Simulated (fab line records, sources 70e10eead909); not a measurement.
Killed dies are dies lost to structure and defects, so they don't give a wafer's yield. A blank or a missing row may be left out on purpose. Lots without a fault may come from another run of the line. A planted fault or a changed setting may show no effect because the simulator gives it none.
Chamber matching | flow nand_harc | NHARC_P_CONTACT_DESCUM_17 on rie_diel-09: 4 sister chambers
The step chemistry O2, time 3 s. 8 wafers are shown with their chamber, then 9 later ones without.

WAFERS WITH THEIR CHAMBER
wafer  | chamber | drypump_motor_current_A (A) | oes_product_au (a.u.)
L076.4 | 3       | 6.0                         | 1.006
L080.3 | 0       | 5.9                         | 0.997
L080.4 | 3       | 6.0                         | 0.980
L083.3 | 1       | 6.0                         | 0.983
L083.6 | 2       | 6.6                         | 1.022
L087.3 | 2       | 6.6                         | 1.008
L087.5 | 0       | 5.9                         | 0.994
L087.6 | 1       | 5.9                         | 1.000

WAFERS WITHOUT THEIR CHAMBER
wafer  | drypump_motor_current_A (A) | oes_product_au (a.u.)
L091.3 | 5.9                         | 0.999
L091.4 | 6.1                         | 0.991
L091.5 | 5.9                         | 1.002
L092.3 | 6.0                         | 0.993
L092.4 | 5.9                         | 0.993
L092.6 | 5.9                         | 1.009
L092.1 | 5.9                         | 1.007
L092.2 | 6.6                         | 1.020
L092.5 | 5.9                         | 1.001

WHICH CHAMBER EACH WENT THROUGH
wafer  | from the rows above     | in truth
L091.3 | can't be placed: 0 or 1 | 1
L091.4 | can't be placed: 3 or 1 | 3
L091.5 | can't be placed: 0 or 1 | 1
L092.3 | can't be placed: 3 or 1 | 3
L092.4 | can't be placed: 0 or 1 | 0
L092.6 | can't be placed: 0 or 1 | 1
L092.1 | can't be placed: 0 or 1 | 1
L092.2 | 2                       | 2
L092.5 | can't be placed: 0 or 1 | 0
Placed correctly: 1 of 9. Can't be placed from these rows: 8 (the true chamber is among the candidates in 8). Placed wrongly: 0.
How it was worked out, from the rows above alone: a wafer's distance from a chamber is the root of the sum, over the readings, of the square of ((its reading less the chamber's mean) divided by the reading's scatter). The wafer belongs to the nearest chamber; if the next one is less than 2 further off, it can't be placed. A chamber's mean is the mean of its shown wafers. The scatter: the root of (the sum of the squares of (reading less its chamber's mean) over the shown wafers, divided by (wafers less chambers)).
